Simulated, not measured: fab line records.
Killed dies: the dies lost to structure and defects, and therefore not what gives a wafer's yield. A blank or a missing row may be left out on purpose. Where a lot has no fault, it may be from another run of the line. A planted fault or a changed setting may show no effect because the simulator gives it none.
Which tool is to blame? | flow nand harc | Sampling: 11 lots, 33 wafers, 4 of 1302 route steps

== WHAT THE GAUGES READ, wafer by wafer ==
NHARC_P_GATE_CD_MEAS_46: the cd target is 720 nm.
lot  | measured     | on        | cd nm (nm)
L820 | day 5 19:14  | cd sem-02 | 722.0 720.7 720.0
L823 | day 7 02:43  | cd sem-03 | 720.9 720.5 721.6
L824 | day 7 04:55  | cd sem-01 | 723.0 724.7 723.4
L825 | day 7 17:45  | cd sem-03 | 717.3 716.0 718.4
L826 | day 8 11:07  | cd sem-02 | - - -
L827 | day 8 09:39  | cd sem-02 | - - -
L831 | day 10 07:40 | cd sem-03 | 721.0 719.8 720.5
L838 | day 12 22:32 | cd sem-01 | 720.4 720.0 721.9
L839 | day 13 09:54 | cd sem-02 | 719.3 721.4 720.5
L841 | day 14 09:23 | cd sem-03 | 723.5 720.0 722.6
L842 | day 14 17:22 | cd sem-03 | 723.6 724.2 719.1

== WHICH TOOL RAN EACH LOT (tool, then ch and the chambers of the sampled wafers, then the start) ==
lot  | NHARC_P_GATE_ETCH_114                         | NHARC_P_GATE_ETCH_32             | NHARC_P_GATE_EXPOSE_43
L820 | rie diel-12 ch 0,1,2, day 5 08:05 or earlier  | rie si-04 ch 0,1,3, day 5 08:05  | krf scanner-01 ch 0, day 5 19:04
L823 | rie diel-08 ch 0,1,2, day 6 13:29 or earlier  | rie si-02 ch 0,1,2, day 6 13:29  | krf scanner-02 ch 0, day 7 02:34
L824 | rie diel-02 ch 0,3, day 6 17:46 or earlier    | rie si-04 ch 0,2, day 6 17:46    | krf scanner-02 ch 0, day 7 04:46
L825 | rie diel-12 ch 0,1,3, day 7 06:25 or earlier  | rie si-04 ch 0,1,2, day 7 06:25  | krf scanner-03 ch 0, day 7 17:36
L826 | rie diel-02 ch 0,2,3, day 7 21:52 or earlier  | rie si-05 ch 0,1,2, day 7 21:52  | krf scanner-02, day 8 10:58
L827 | rie diel-12 ch 0,2,3, day 7 22:17 or earlier  | rie si-02 ch 0,1,2, day 7 22:17  | krf scanner-02, day 8 09:29
L831 | rie diel-12 ch 0,2,3, day 9 20:31 or earlier  | rie si-04 ch 0,2,3, day 9 20:31  | krf scanner-01 ch 0, day 10 07:31
L838 | rie diel-02 ch 0,1, day 12 11:19 or earlier   | rie si-02 ch 1,2, day 12 11:19   | krf scanner-03 ch 0, day 12 22:22
L839 | rie diel-12 ch 2,3, day 12 22:42 or earlier   | rie si-02 ch 1,2,3, day 12 22:42 | krf scanner-03 ch 0, day 13 09:45
L841 | rie diel-12 ch 0,1, day 13 22:03 or earlier   | rie si-04 ch 0,3, day 13 22:03   | krf scanner-01 ch 0, day 14 09:14
L842 | rie diel-08 ch 0,2,3, day 14 06:08 or earlier | rie si-02 ch 1,3, day 14 06:08   | krf scanner-02 ch 0, day 14 17:13
- NHARC_P_GATE_ETCH_114: etches the open film in CF4/O2, target depth 30 nm, overetch 3 nm, time 16.5 s.
- NHARC_P_GATE_ETCH_32: etches the open film in HBr/Cl2, target depth 150 nm, time 100.1 s.
- NHARC_P_GATE_EXPOSE_43: exposes mask P NSD, target cd 720 nm.

== THE ANSWER, worked out from the rows above alone ==
Rule: what is usual is taken from the lots themselves. Put in order of their means at a reading, lots are off if they are a third of the lots or fewer, leave a main group of 4 or more, and stand apart from it by a gap of 3 or more times the standard deviation of the main group's means; of several such gaps the widest counts. The tables above print the reading to a certain number of digits; a main group whose means all agree to those digits is not used. Also off: a lot with no number at a reading for which 4 or more lots have one. All remaining lots with rows at the step are treated as sound.
Off, at NHARC_P_GATE_CD_MEAS_46 on cd nm: L826, L827. Without a number there: L826, L827. Mean 721.0 nm and standard deviation 1.7 in the main group.
If a tool, at a process step before that reading, ran all the lots that are off and no sound lot after the first of them, it fits. Those tools and the gauges at NHARC_P_GATE_CD_MEAS_46 are tried in the same way. With no start given for some of its lots, NHARC_P_GATE_ETCH_114 uses the hours and lot order of NHARC_P_GATE_ETCH_32. Of those tried, none fits.

== WHAT THE SIMULATOR HAD PUT IN ==
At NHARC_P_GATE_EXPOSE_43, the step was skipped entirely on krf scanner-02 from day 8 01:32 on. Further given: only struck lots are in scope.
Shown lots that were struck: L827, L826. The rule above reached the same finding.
